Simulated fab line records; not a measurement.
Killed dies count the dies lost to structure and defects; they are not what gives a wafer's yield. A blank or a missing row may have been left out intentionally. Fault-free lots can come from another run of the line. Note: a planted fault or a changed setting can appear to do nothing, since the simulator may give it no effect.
Problem report in the 8D (eight disciplines) form, filled by code + flow n5_finfet + the parts of the form that need people (team, actions taken, sign-off) are left out
Where a reading is given only as a bound, like >300, the bound stands for it, and a mean or a difference that rests on one is marked > or <: the true number lies beyond.

1. THE PROBLEM
N5_BEOL_M0_SAQP_INSPECT_42, raw_defect_count: mean 1372 on 2 wafers (1 lot); fault-free wafers 325, standard deviation 84. That is +12 standard deviations from the usual mean.
The step: inspects for defects (brightfield).
The first sign was on wafer L361.2 at day 8 19:05, on defect_inspect-02. The record holds 22 wafers of 8 lots with a number at this step. The rule behind "out" and "out of limits": a value lying over 4 standard deviations away from the usual mean. All remaining wafers that have a number are taken as sound.

2. WHAT IT IS; WHAT IT IS NOT
| question                    | is                | is not                                                                                            |
|-----------------------------|-------------------|---------------------------------------------------------------------------------------------------|
| which readings at this step | raw_defect_count  | -                                                                                                 |
| which lots                  | L361              | L352, L364, L365, L370, L372, L373, L374                                                          |
| which wafers of those lots  | L361.2, L361.5    | L361.6                                                                                            |
| read on which gauges        | defect_inspect-02 | defect_inspect-01                                                                                 |
| when                        | from day 8 19:05  | up to then (4 sound wafers); but 16 sound wafers of L364, L365, L370, L372, L373, L374 came after |

3. THE SUSPECTS, EACH WITH WHAT RULES IT OUT
Counting: if a tool at a process step up to the reading ran every lot that is out, it stays a suspect. Sound lots after the first of them don't rule it out here, since some wafers of a struck lot are sound.
- the gauge at N5_BEOL_M0_SAQP_INSPECT_42: ruled out. All the wafers that are out were read on defect_inspect-02, but those of them that N5_BEOL_M0_CUTY_INSPECT_59 has rows for are out there too, on other tools.
- rie_diel-06 at N5_BEOL_M0_SAQP_ETCH_107 (etches SiNx in CH3F/O2, target depth 30 nm): kept. L361, the lot that is out, went through it at day 8 14:46; up to then, the latest sound lot through it was L352 at day 5 21:04.
- vapor_etch-01 at N5_BEOL_M0_SAQP_RECESS_109 (chemistry HF/NH3, target SiO2, target depth 3 nm, afs cycles 1, sublimation time 60 s): kept. L361, the lot that is out, went through it at day 8 17:24; up to then, the latest sound lot through it was L352 at day 5 21:13.
- Within rie_diel-06 at N5_BEOL_M0_SAQP_ETCH_107: the wafers that are out ran in chamber 3; their sound lot-mates ran in chamber 2.
- Within vapor_etch-01 at N5_BEOL_M0_SAQP_RECESS_109: the wafers that are out ran in chamber 0; their sound lot-mates ran in chamber 1.
The count leaves vapor_etch-01 at N5_BEOL_M0_SAQP_RECESS_109 and rie_diel-06 at N5_BEOL_M0_SAQP_ETCH_107.

4. THE CAUSE (what the simulator had put in)
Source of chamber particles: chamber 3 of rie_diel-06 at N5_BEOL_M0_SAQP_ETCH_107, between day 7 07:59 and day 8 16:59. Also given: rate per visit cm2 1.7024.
2 suspects survive the count, and this tool is in that group.

5. THE CHAIN OF EFFECTS, in route order
Rows list readings where the struck wafers' mean (over those with a number) sits beyond 3 standard deviations from the usual. Scope: only readings with a usual standard deviation given in the record; hours: median across lots of the time from each lot's start at the first step in this table that gives one to its start at this step; sigmas: change in usual standard deviations.
| hours | step                       | reading              | usual  | on struck wafers | change | sigmas      |
|-------|----------------------------|----------------------|--------|------------------|--------|-------------|
| 0     | N5_BEOL_M0_SAQP_INSPECT_42 | raw_defect_count     | 325    | 1372             | +1047  | +12         |
| 3     | N5_BEOL_M0_CUTY_INSPECT_59 | raw_defect_count     | 2.0    | >300             | >+298  | +99 or more |
| 165   | N5_PASSIVATION_PROBE_49    | defect_limited_yield | 91.3 % | 84.2             | -7.0   | -5.4        |
| 165   | N5_PASSIVATION_PROBE_49    | killed_at_M0_to_M3   | 36     | 120              | +84    | +7.0        |
| 165   | N5_PASSIVATION_PROBE_49    | killed_dies          | 102    | 186              | +84    | +5.6        |
| 165   | N5_PASSIVATION_PROBE_49    | killed_on_rim        | 13     | 32               | +18    | +4.6        |
| 165   | N5_PASSIVATION_PROBE_49    | sort_bin_5_function  | 5.1 %  | 8.8              | +3.7   | +4.0        |
| 165   | N5_PASSIVATION_PROBE_49    | sort_n_pass          | 1078   | 994              | -84    | -5.6        |
| 165   | N5_PASSIVATION_PROBE_49    | sort_yield_pct       | 91.3 % | 84.2             | -7.0   | -5.4        |
Process steps it contains:
- N5_PASSIVATION_PROBE_49
At these later measuring or inspecting steps, every struck wafer for which the step has a row has a number for every such reading, and none has moved that far: N5_BEOL_M4_RC_MEAS_101.

6. WHAT WOULD HAVE CAUGHT IT SOONER
In this record the first reading out of limits at a measuring or inspecting step was taken at day 8 19:05, 35 hours after the fault began at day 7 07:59.
Tool readings at N5_BEOL_M0_SAQP_ETCH_107 with a usual standard deviation given in the record: none out on any struck wafer, hence no alarm at a limit of 4 standard deviations on them.
By day 8 19:05 the whole set of lots that are out, 1 in number, had already begun N5_BEOL_M0_SAQP_ETCH_107 on rie_diel-06. None of them would have been spared by holding the tool at that moment.
